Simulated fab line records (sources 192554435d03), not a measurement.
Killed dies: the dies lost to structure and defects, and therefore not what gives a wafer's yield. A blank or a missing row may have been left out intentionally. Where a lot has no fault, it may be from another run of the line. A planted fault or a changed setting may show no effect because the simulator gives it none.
Which tool was responsible?	flow n5-finfet	10 lots with 28 wafers sampled at 5 steps, on a route of 1938 steps

== WHAT EACH GAUGE READ, for each wafer ==
N5_BEOL_M12_THK_MEAS_01.
lot	measured	on	M12_ILD_THK (nm)
L339	day 11 18:29	film-metro-02	645 668 664
L345	day 13 03:56	film-metro-01	653 677 665
L347	day 13 08:05	film-metro-01	846 662 836
L348	day 13 12:14	film-metro-02	656 838
L354	day 14 20:46	film-metro-01	666 664 672
L352	day 15 02:24	film-metro-01	660 668 653
L357	day 15 17:51	film-metro-01	654 642 648
L355	day 16 06:55	film-metro-01	637 638 655
L360	day 16 11:44	film-metro-02	652 652 660
L361	day 17 00:06	film-metro-02	649 646

N5_BEOL_M12_CD_MEAS_10: the cd target is 140 nm.
lot	measured	on	cd-nm (nm)
L339	day 11 18:56	cd-sem-03	135.9 134.8 137.2
L345	day 13 04:23	cd-sem-01	140.1 142.7 142.4
L347	day 13 08:31	cd-sem-01	135.4 140.5 138.5
L348	day 13 12:32	cd-sem-02	135.0 137.8
L354	day 14 21:04	cd-sem-01	139.5 143.0 138.3
L352	day 15 02:50	cd-sem-01	140.6 145.4 137.9
L357	day 15 18:17	cd-sem-02	140.0 142.5 139.3
L355	day 16 07:13	cd-sem-01	136.4 144.5 139.0
L360	day 16 12:14	cd-sem-03	143.1 143.0 139.0
L361	day 17 00:24	cd-sem-01	135.5 138.7

== EACH LOT AND THE TOOL THAT RAN IT (in order: tool; ch and the chambers of the sampled wafers; start) ==
lot	N5_BEOL_M11_ETCH_65	N5_BEOL_M11_CURE_72	N5_BEOL_M12_ILD_DEP_00
L339	rie-diel-04 ch 0,2,3, day 11 14:07	uv-cure-01 ch 0, day 11 14:46	pecvd-02 ch 0,1, day 11 18:21
L345	rie-diel-03 ch 0,1, day 12 23:31	uv-cure-01 ch 1, day 13 00:23	pecvd-02 ch 0,2, day 13 03:48
L347	rie-diel-06 ch 1,3, day 13 04:38	uv-cure-02 ch 1, day 13 05:22	pecvd-03 ch 0,1,2, day 13 07:57
L348	rie-diel-04 ch 0,1, day 13 07:21	uv-cure-01 ch 0, day 13 08:10	pecvd-03 ch 0,2, day 13 12:09
L354	rie-diel-04 ch 0,1,2, day 14 15:37	uv-cure-03 ch 2, day 14 16:16	pecvd-01 ch 1,2, day 14 20:38
L352	rie-diel-04 ch 0,2, day 14 20:55	uv-cure-02 ch 0, day 14 21:34	pecvd-02 ch 1,2, day 15 02:16
L357	rie-diel-04 ch 0,3, day 15 13:44	uv-cure-03 ch 0, day 15 14:23	pecvd-02 ch 0,2, day 15 17:43
L355	rie-diel-06 ch 1,2,3, day 16 03:14	uv-cure-03 ch 0, day 16 03:54	pecvd-03 ch 0,1,2, day 16 06:46
L360	rie-diel-06 ch 1,2, day 16 06:41	uv-cure-01 ch 1, day 16 07:26	pecvd-03 ch 0,1,2, day 16 11:36
L361	rie-diel-06 ch 0,3, day 16 20:19	uv-cure-02 ch 0, day 16 21:04	pecvd-03 ch 1,2, day 16 23:58
- N5_BEOL_M11_ETCH_65: etches SiARC in CF4, target depth 39 nm, time 65 s.
- N5_BEOL_M11_CURE_72: cures SiCOH lowk, time 120 s.
- N5_BEOL_M12_ILD_DEP_00: deposits SiOC from DEMS/O2, target thk 658.92 nm, time 130.7 s.

== WHAT THE TOOLS THEMSELVES READ (means of the sampled wafers that have a number; where no wafer has one, the mark that the record gives instead) ==
N5_BEOL_M11_ETCH_65.
lot	tool	drypump-motor-current-A (A)	etch-rf-on-time-s (s)	oes-product-au (a.u.)	rf-vpp-V (V)	showerhead-plenum-p-Torr (Torr)	throttle-valve-pct (%)
L339	rie-diel-04	5.6	65.1	0.63	183.8	2.08	15.83
L345	rie-diel-03	5.3	67.7	0.68	184.9	2.22	15.71
L347	rie-diel-06	6.0	65.6	0.66	183.0	2.15	15.64
L348	rie-diel-04	5.6	64.2	0.59	184.2	2.11	15.82
L354	rie-diel-04	5.6	63.7	0.66	184.6	2.16	15.77
L352	rie-diel-04	5.8	62.7	0.73	185.5	2.22	15.75
L357	rie-diel-04	5.4	65.3	0.65	183.3	2.08	15.73
L355	rie-diel-06	6.0	64.7	0.69	183.1	2.12	15.66
L360	rie-diel-06	5.9	64.2	0.71	183.4	2.10	15.62
L361	rie-diel-06	5.7	68.0	0.66	183.7	2.12	15.58

N5_BEOL_M11_CURE_72.
lot	tool	lamp-power-pct (%)	wafer_temp_C_max
L339	uv-cure-01	52.35	371.4
L345	uv-cure-01	52.33	371.6
L347	uv-cure-02	52.33	371.6
L348	uv-cure-01	52.31	371.4
L354	uv-cure-03	52.35	372.5
L352	uv-cure-02	52.31	373.3
L357	uv-cure-03	52.35	371.3
L355	uv-cure-03	52.34	370.9
L360	uv-cure-01	52.31	371.7
L361	uv-cure-02	52.38	372.9

N5_BEOL_M12_ILD_DEP_00.
lot	tool	heater-power-w (W)	run-length-s (s)	showerhead-plenum-p-Torr (Torr)	throttle-valve-pct (%)
L339	pecvd-02	458	175.9	5.709	11.4
L345	pecvd-02	437	175.6	5.709	11.4
L347	pecvd-03	483	200.7	5.681	12.7
L348	pecvd-03	540	194.3	5.678	12.8
L354	pecvd-01	382	175.7	5.691	12.2
L352	pecvd-02	559	174.7	5.701	11.5
L357	pecvd-02	520	175.1	5.708	11.2
L355	pecvd-03	466	175.7	5.682	12.7
L360	pecvd-03	481	175.8	5.686	12.8
L361	pecvd-03	462	176.3	5.673	11.4

== THE ANSWER, worked out from the rows above alone ==
Rule: the lots themselves supply what counts as usual. The widest of any qualifying gaps counts: lots, ordered by their means at a reading, are off when they make up no more than a third of the lots, leave a main group of 4 or more, and stand apart from it by 3 or more times the standard deviation of that group's means. If all means in a main group match to the digits the tables above print for the reading, that group is not used. A lot without any number at a reading at which 4 lots or more have one is off too. Where the step has rows for the other lots, those lots are counted as sound. Order of review: gauges by route order, followed by the tools' own readings, for which a lot's mean as printed above is used. The first step at which some lot is off is used, and at that step the reading that is off furthest; a lot without a number counts as furthest.
Off: L347, L348, at N5_BEOL_M12_THK_MEAS_01 (M12_ILD_THK). The main group has a mean of 656 nm with a standard deviation of 8.2.
A tool fits if, at a process step before that reading, it ran every lot that is off, and no sound lot after the first of them. The gauges at N5_BEOL_M12_THK_MEAS_01 aren't tried: what is off there is off at N5_BEOL_M12_ILD_DEP_00 too, on other tools, and a gauge's error can't cause that. None of those tried fits.

== WHAT HAD BEEN PUT IN BY THE SIMULATOR ==
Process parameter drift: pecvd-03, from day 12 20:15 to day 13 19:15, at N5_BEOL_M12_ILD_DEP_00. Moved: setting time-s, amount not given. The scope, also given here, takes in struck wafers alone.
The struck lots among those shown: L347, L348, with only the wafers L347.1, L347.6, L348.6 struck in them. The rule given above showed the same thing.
